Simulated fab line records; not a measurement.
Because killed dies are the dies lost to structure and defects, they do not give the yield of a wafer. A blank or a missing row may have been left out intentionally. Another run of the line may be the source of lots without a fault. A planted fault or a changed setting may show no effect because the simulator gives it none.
Which tool was responsible? -- flow n5-finfet -- 36 wafers from 12 lots sampled at 4 of the route's 1938 steps

WHAT THE GAUGES READ, wafer by wafer
N5_BEOL_M1_OCD_MEAS_38.
lot,measured,on,trench-depth-nm (nm)
L075,day 6 14:40,ocd-02,52.5 52.7 55.7
L077,day 7 16:02,ocd-01,54.3 55.4 52.4
L080,day 7 16:26,ocd-02,51.8 54.6 54.8
L081,day 8 03:57,ocd-02,55.3 53.7 55.2
L083,day 8 13:28,ocd-01,55.2 54.8 56.8
L085,day 9 01:07,ocd-02,54.5 51.3 54.9
L087,day 10 05:29,ocd-02,54.1 56.4 54.5
L089,day 10 10:52,ocd-02,53.7 54.6 54.1
L092,day 10 20:52,ocd-02,54.5 54.3 57.1
L093,day 11 03:25,ocd-02,56.1 55.8 56.8
L095,day 11 16:59,ocd-01,56.3 55.8 55.3
L096,day 12 01:53,ocd-01,54.3 56.2 53.4

WHAT TOOL EACH LOT RAN ON (gives the tool, then ch and the chambers of the sampled wafers, and finally the start)
lot,N5_BEOL_M1_ILD_DEP_00,N5_BEOL_M1_PECVD_72,N5_BEOL_M1_ETCH_64
L075,"pecvd-03 ch 0,1,2, day 6 10:24","pecvd-02 ch 1,2, day 6 10:31","rie-diel-01 ch 0,3, day 6 11:10"
L077,"pecvd-01 ch 0,2, day 7 11:24","pecvd-02 ch 1,2, day 7 11:31","rie-diel-06 ch 0,2,3, day 7 13:25"
L080,"pecvd-01 ch 0,2, day 7 13:39","pecvd-03 ch 0,1, day 7 13:45","rie-diel-05 ch 1,3, day 7 14:24"
L081,"pecvd-01 ch 1,2, day 7 21:07","pecvd-01 ch 1,2, day 7 21:13","rie-diel-05 ch 0,1,3, day 7 22:56"
L083,"pecvd-02 ch 1,2, day 8 08:44","pecvd-01 ch 0,1, day 8 08:51","rie-diel-05 ch 2,3, day 8 10:22"
L085,"pecvd-01 ch 0,2, day 8 19:13","pecvd-03 ch 1,2, day 8 19:19","rie-diel-05 ch 2,3, day 8 22:44"
L087,"pecvd-01 ch 0,1, day 9 15:11","pecvd-01 ch 0,1, day 9 15:17","rie-diel-06 ch 3, day 9 17:47"
L089,"pecvd-02 ch 1,2, day 9 23:26","pecvd-03 ch 0,1,2, day 9 23:32","rie-diel-05 ch 1,2,3, day 10 00:29"
L092,"pecvd-02 ch 0,2, day 10 14:37","pecvd-03 ch 1,2, day 10 14:43","rie-diel-01 ch 0,2,3, day 10 19:16"
L093,"pecvd-02 ch 0,1,2, day 10 23:34","pecvd-03 ch 2, day 10 23:40","rie-diel-06 ch 2,3, day 11 01:12"
L095,"pecvd-02 ch 0,1, day 11 08:51","pecvd-01 ch 0,1, day 11 08:57","rie-diel-05 ch 0,1,3, day 11 13:28"
L096,"pecvd-01 ch 0,1,2, day 11 21:31","pecvd-02 ch 0,1,2, day 11 21:37","rie-diel-06 ch 0,2, day 11 23:13"
- N5_BEOL_M1_ILD_DEP_00: deposits SiOC from DEMS/O2, target thk 79 nm, time 15.3 s.
- N5_BEOL_M1_PECVD_72: deposits SiO2 from TEOS/O2, target thk 16 nm, time 18 s.
- N5_BEOL_M1_ETCH_64: etches SOC in N2/H2, target depth 75 nm, overetch 15 nm, time 112.5 s.

THE ANSWER, worked out from the rows above alone
Rule: what is usual is taken from the lots themselves. Put in order of their means at a reading, lots are off if they are a third of the lots or fewer, leave a main group of 4 or more, and stand apart from it by a gap of 3 or more times the standard deviation of the main group's means; of several such gaps the widest counts. A main group is skipped when, at the precision printed for the reading in the tables above, its means are all equal. Also off: a lot with no number at a reading for which 4 or more lots have one. Any other lot the step has rows for is counted as sound.
No lot is off on any of the readings shown, so nothing can be concluded from this.

WHAT WAS PUT IN BY THE SIMULATOR
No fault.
